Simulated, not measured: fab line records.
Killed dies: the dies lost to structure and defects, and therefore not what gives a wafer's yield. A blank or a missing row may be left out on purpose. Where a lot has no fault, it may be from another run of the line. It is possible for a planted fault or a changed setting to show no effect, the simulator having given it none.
Lot-split experiment || flow n5_finfet || on a route of 1938 steps: 7 lots, 39 wafers read

== SPLIT DETAILS ==
At N5_MOL_CONTACT_COAG_ALD_123 (deposits SiNx, target thk 5 nm, pulse time 1 s, purge time 2 s), the setting ald_cycles was moved away from the recipe's 100 on 15 of the 39 wafers read, by -48.0% to +50.0%. The other wafers ran this setting at the recipe's value.

== FROM THE SPLIT TO THE READING: what the file shows between them, 4 steps ==
- N5_MOL_CONTACT_COAG_PECVD_31: deposits SiO2 from TEOS/O2, target thk 46 nm, time 8.9 s
- N5_MOL_CONTACT_COAG_COAT_75: time 60 s, resist thk 60 nm
- N5_MOL_CONTACT_COAG_STRIP_120: strips in CHF3
- N5_MOL_CONTACT_COAG_VIA_ETCH_117: etches SiO2 in C4F6/O2, target depth 40 nm, overetch 8 nm, time 26 s

== THE READING ==
etch.depth_nm (the simulator's own value, which no gauge read), in nm, at N5_MOL_CONTACT_COAG_ETCH_124 (etches SiNx in CH3F/O2, stops on SiOC, target depth 6.5 nm). No usual value for it is given in the file. Average 4.997 nm, standard deviation 0.021 nm, over the 24 wafers here run with the recipe.

{"wafer": "L074.1", "tool, chamber at the split": "ald_sin-01, 1", "ald_cycles as run": 126, "against the recipe": "+26.0%", "etch.depth_nm, nm": 6.304, "against lot-mates on the recipe": "+1.310"}
{"wafer": "L074.2", "tool, chamber at the split": "ald_sin-01, 3,0", "ald_cycles as run": 126, "against the recipe": "+26.0%", "etch.depth_nm, nm": 6.292, "against lot-mates on the recipe": "+1.298"}
{"wafer": "L074.3", "tool, chamber at the split": "ald_sin-01, 3,0", "ald_cycles as run": 126, "against the recipe": "+26.0%", "etch.depth_nm, nm": 6.297, "against lot-mates on the recipe": "+1.303"}
{"wafer": "L074.4", "tool, chamber at the split": "ald_sin-01, 1,3,0", "ald_cycles as run": 100, "against the recipe": "recipe", "etch.depth_nm, nm": 5, "against lot-mates on the recipe": "-"}
{"wafer": "L074.5", "tool, chamber at the split": "ald_sin-01, 1,3,0", "ald_cycles as run": 100, "against the recipe": "recipe", "etch.depth_nm, nm": 5.012, "against lot-mates on the recipe": "-"}
{"wafer": "L074.6", "tool, chamber at the split": "ald_sin-01, 1,3,0", "ald_cycles as run": 100, "against the recipe": "recipe", "etch.depth_nm, nm": 4.969, "against lot-mates on the recipe": "-"}
{"wafer": "L078.1", "tool, chamber at the split": "ald_sin-04, 1,3,1", "ald_cycles as run": 129, "against the recipe": "+29.0%", "etch.depth_nm, nm": 6.408, "against lot-mates on the recipe": "+1.419"}
{"wafer": "L078.2", "tool, chamber at the split": "ald_sin-04, 1,3,1", "ald_cycles as run": 129, "against the recipe": "+29.0%", "etch.depth_nm, nm": 6.43, "against lot-mates on the recipe": "+1.441"}
{"wafer": "L078.3", "tool, chamber at the split": "ald_sin-04, 2,0,0", "ald_cycles as run": 100, "against the recipe": "recipe", "etch.depth_nm, nm": 4.982, "against lot-mates on the recipe": "-"}
{"wafer": "L078.4", "tool, chamber at the split": "ald_sin-04, 2,0,0", "ald_cycles as run": 100, "against the recipe": "recipe", "etch.depth_nm, nm": 4.986, "against lot-mates on the recipe": "-"}
{"wafer": "L078.5", "tool, chamber at the split": "ald_sin-04, 1,3,1", "ald_cycles as run": 129, "against the recipe": "+29.0%", "etch.depth_nm, nm": 6.427, "against lot-mates on the recipe": "+1.438"}
{"wafer": "L078.6", "tool, chamber at the split": "ald_sin-04, 2,0,0", "ald_cycles as run": 100, "against the recipe": "recipe", "etch.depth_nm, nm": 4.999, "against lot-mates on the recipe": "-"}
{"wafer": "L082.2", "tool, chamber at the split": "ald_sin-03, 3,0,3", "ald_cycles as run": 100, "against the recipe": "recipe", "etch.depth_nm, nm": 4.982, "against lot-mates on the recipe": "-"}
{"wafer": "L082.4", "tool, chamber at the split": "ald_sin-03, 3,0,3", "ald_cycles as run": 100, "against the recipe": "recipe", "etch.depth_nm, nm": 4.956, "against lot-mates on the recipe": "-"}
{"wafer": "L082.5", "tool, chamber at the split": "ald_sin-03, 3,0,3", "ald_cycles as run": 100, "against the recipe": "recipe", "etch.depth_nm, nm": 4.977, "against lot-mates on the recipe": "-"}
{"wafer": "L087.1", "tool, chamber at the split": "ald_sin-01, 2,0,1", "ald_cycles as run": 100, "against the recipe": "recipe", "etch.depth_nm, nm": 4.998, "against lot-mates on the recipe": "-"}
{"wafer": "L087.2", "tool, chamber at the split": "ald_sin-01, 3,2,3", "ald_cycles as run": 150, "against the recipe": "+50.0%", "etch.depth_nm, nm": 6.326, "against lot-mates on the recipe": "+1.334"}
{"wafer": "L087.3", "tool, chamber at the split": "ald_sin-01, 2,0,1", "ald_cycles as run": 100, "against the recipe": "recipe", "etch.depth_nm, nm": 4.957, "against lot-mates on the recipe": "-"}
{"wafer": "L087.4", "tool, chamber at the split": "ald_sin-01, 2,0,1", "ald_cycles as run": 100, "against the recipe": "recipe", "etch.depth_nm, nm": 5.022, "against lot-mates on the recipe": "-"}
{"wafer": "L087.5", "tool, chamber at the split": "ald_sin-01, 3,2,3", "ald_cycles as run": 150, "against the recipe": "+50.0%", "etch.depth_nm, nm": 6.294, "against lot-mates on the recipe": "+1.302"}
{"wafer": "L087.6", "tool, chamber at the split": "ald_sin-01, 3,2,3", "ald_cycles as run": 150, "against the recipe": "+50.0%", "etch.depth_nm, nm": 6.54, "against lot-mates on the recipe": "+1.548"}
{"wafer": "L091.1", "tool, chamber at the split": "ald_sin-01, 2,0,3", "ald_cycles as run": 52, "against the recipe": "-48.0%", "etch.depth_nm, nm": 2.603, "against lot-mates on the recipe": -2.401}
{"wafer": "L091.2", "tool, chamber at the split": "ald_sin-01, 1,3,2", "ald_cycles as run": 100, "against the recipe": "recipe", "etch.depth_nm, nm": 5.001, "against lot-mates on the recipe": "-"}
{"wafer": "L091.3", "tool, chamber at the split": "ald_sin-01, 2,0,3", "ald_cycles as run": 52, "against the recipe": "-48.0%", "etch.depth_nm, nm": 2.557, "against lot-mates on the recipe": -2.447}
{"wafer": "L091.4", "tool, chamber at the split": "ald_sin-01, 2,0,3", "ald_cycles as run": 52, "against the recipe": "-48.0%", "etch.depth_nm, nm": 2.601, "against lot-mates on the recipe": -2.403}
{"wafer": "L091.5", "tool, chamber at the split": "ald_sin-01, 1,3,2", "ald_cycles as run": 100, "against the recipe": "recipe", "etch.depth_nm, nm": 5.013, "against lot-mates on the recipe": "-"}
{"wafer": "L091.6", "tool, chamber at the split": "ald_sin-01, 1,3,2", "ald_cycles as run": 100, "against the recipe": "recipe", "etch.depth_nm, nm": 4.999, "against lot-mates on the recipe": "-"}
{"wafer": "L093.1", "tool, chamber at the split": "ald_sin-03, 1,3,0", "ald_cycles as run": 127, "against the recipe": "+27.0%", "etch.depth_nm, nm": 6.367, "against lot-mates on the recipe": "+1.371"}
{"wafer": "L093.2", "tool, chamber at the split": "ald_sin-03, 0,2,1", "ald_cycles as run": 100, "against the recipe": "recipe", "etch.depth_nm, nm": 4.999, "against lot-mates on the recipe": "-"}
{"wafer": "L093.3", "tool, chamber at the split": "ald_sin-03, 1,3,0", "ald_cycles as run": 127, "against the recipe": "+27.0%", "etch.depth_nm, nm": 6.344, "against lot-mates on the recipe": "+1.348"}
{"wafer": "L093.4", "tool, chamber at the split": "ald_sin-03, 0,2,1", "ald_cycles as run": 100, "against the recipe": "recipe", "etch.depth_nm, nm": 5.001, "against lot-mates on the recipe": "-"}
{"wafer": "L093.5", "tool, chamber at the split": "ald_sin-03, 1,3,0", "ald_cycles as run": 127, "against the recipe": "+27.0%", "etch.depth_nm, nm": 6.276, "against lot-mates on the recipe": "+1.280"}
{"wafer": "L093.6", "tool, chamber at the split": "ald_sin-03, 0,2,1", "ald_cycles as run": 100, "against the recipe": "recipe", "etch.depth_nm, nm": 4.989, "against lot-mates on the recipe": "-"}
{"wafer": "L095.1", "tool, chamber at the split": "ald_sin-01, 3,2,0,1,3,2", "ald_cycles as run": 100, "against the recipe": "recipe", "etch.depth_nm, nm": 4.995, "against lot-mates on the recipe": "-"}
{"wafer": "L095.2", "tool, chamber at the split": "ald_sin-01, 3,2,0,1,3,2", "ald_cycles as run": 100, "against the recipe": "recipe", "etch.depth_nm, nm": 5.021, "against lot-mates on the recipe": "-"}
{"wafer": "L095.3", "tool, chamber at the split": "ald_sin-01, 3,2,0,1,3,2", "ald_cycles as run": 100, "against the recipe": "recipe", "etch.depth_nm, nm": 4.975, "against lot-mates on the recipe": "-"}
{"wafer": "L095.4", "tool, chamber at the split": "ald_sin-01, 3,2,0,1,3,2", "ald_cycles as run": 100, "against the recipe": "recipe", "etch.depth_nm, nm": 5.014, "against lot-mates on the recipe": "-"}
{"wafer": "L095.5", "tool, chamber at the split": "ald_sin-01, 3,2,0,1,3,2", "ald_cycles as run": 100, "against the recipe": "recipe", "etch.depth_nm, nm": 5.032, "against lot-mates on the recipe": "-"}
{"wafer": "L095.6", "tool, chamber at the split": "ald_sin-01, 3,2,0,1,3,2", "ald_cycles as run": 100, "against the recipe": "recipe", "etch.depth_nm, nm": 5.039, "against lot-mates on the recipe": "-"}
The file does not say which wafer passed through which chamber wherever a row lists several chambers: such a row stands for several wafers.

FIT RESULTS
A straight line over all 39 wafers: etch.depth_nm changes by +0.0425 nm for each +1% of ald_cycles; r = +0.97; the points scatter about the line by 0.25 nm.
The same after taking each lot's own level away (the mean of its wafers on the recipe; 39 wafers): +0.0426 nm for each +1%; r = +0.97; scatter 0.25 nm.
The reading moves by 2.1 nm for the largest change in ald_cycles, on that fit.
The span of the lots' own levels, 4.9717 to 5.0127 nm, comes to 2.0 times the standard deviation stated above.
Hence the lot-to-lot level has little effect on the slope; both slopes agree.
Check: with one of the wafers moved furthest among these (+50.0%) left out of the fit, the line predicts +2.2 nm for it against its lot-mates. Against them it came out at +1.33 nm.

== FURTHER SPLITS ON THESE WAFERS ==
Before the reading, these wafers also passed through other splits. Each is held against what the fit with the lots' levels taken away leaves over:
{"other split on the same wafers": "N5_ZERO_LAYER_PECVD_02 time_s", "wafers away from the commonest value": 12, "r with etch.depth_nm (lot level and that fit taken away)": "+0.05"}
{"other split on the same wafers": "N5_FIN_SAQP_SPACER2_ALD_28 target_thk_a", "wafers away from the commonest value": 15, "r with etch.depth_nm (lot level and that fit taken away)": "+0.25"}
{"other split on the same wafers": "N5_HKMG_FIN_ETCH_55 time_s", "wafers away from the commonest value": 15, "r with etch.depth_nm (lot level and that fit taken away)": -0.01}

== THE WHOLE CHAIN: every reading that the file lists as answering this split, in the file's order ==
{"step": "N5_MOL_CONTACT_COAG_ALD_123", "what it does": "deposits SiNx, target thk 5 nm, pulse time 1 s, purge time 2 s", "reading": "SiNx_of_MOL_CONTACT_COAG_ALD_123.thk_nm (the simulator's own value, which no gauge read)", "change (the file's fit)": "+0.0506 nm for each +1% of the setting", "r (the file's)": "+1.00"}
{"step": "N5_MOL_CONTACT_COAG_ETCH_124", "what it does": "etches SiNx in CH3F/O2, stops on SiOC, target depth 6.5 nm", "reading": "etch.depth_nm (the simulator's own value, which no gauge read)", "change (the file's fit)": "+0.0422 nm for each +1% of the setting", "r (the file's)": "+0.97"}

== FILE'S OWN FIT ==
etch.depth_nm changes by +0.0422 nm for each +1% of ald_cycles, r = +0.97.
